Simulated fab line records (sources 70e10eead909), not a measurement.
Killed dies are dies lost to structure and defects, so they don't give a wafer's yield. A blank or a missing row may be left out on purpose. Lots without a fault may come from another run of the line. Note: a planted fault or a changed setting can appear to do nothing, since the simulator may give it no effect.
Matching of chambers | flow nand harc | NHARC_A_ZERO_WELL_ETCH_13 on rie si-05: 4 sister chambers
The step etches the open film in HBr/Cl2, target depth 120 nm, time 40.1 s. 4 wafers are shown with their chamber, then 7 later ones without.

## WAFERS WITH THEIR CHAMBER
wafer  | chamber | drypump motor current A (A)
L899.5 | 2       | 6.2
L901.2 | 3       | 6.2
L906.1 | 1       | 5.5
L906.2 | 0       | 5.6

## WAFERS WITH NO CHAMBER GIVEN
wafer  | drypump motor current A (A)
L906.4 | 6.2
L908.2 | 6.2
L908.3 | 5.5
L908.5 | 5.7
L917.2 | 6.2
L917.5 | 5.5
L917.6 | 5.7

## WHICH CHAMBER EACH WENT THROUGH
wafer  | from the rows above     | in truth
L906.4 | can't be placed: 2 or 3 | 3
L908.2 | can't be placed: 2 or 3 | 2
L908.3 | can't be placed: 1 or 0 | 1
L908.5 | can't be placed: 0 or 1 | 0
L917.2 | can't be placed: 2 or 3 | 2
L917.5 | can't be placed: 1 or 0 | 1
L917.6 | can't be placed: 0 or 1 | 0
Correct placement for 0 of the 7. Cannot be placed on the basis of these rows: 7; the candidates contain the true chamber in 7. Placed wrongly: 0.
How it was worked out, from the rows above alone: a wafer's distance from a chamber is the root of the sum, over the readings, of the square of ((its reading less the chamber's mean) divided by the reading's scatter). If the next closest chamber is less than 2 further off than the closest, the wafer can't be placed; otherwise it belongs to the closest. The mean given for a chamber averages the wafers shown for that chamber. The scatter: with one shown wafer a chamber, the root of the mean of the squares of how far each hidden wafer lies from its nearest shown one.
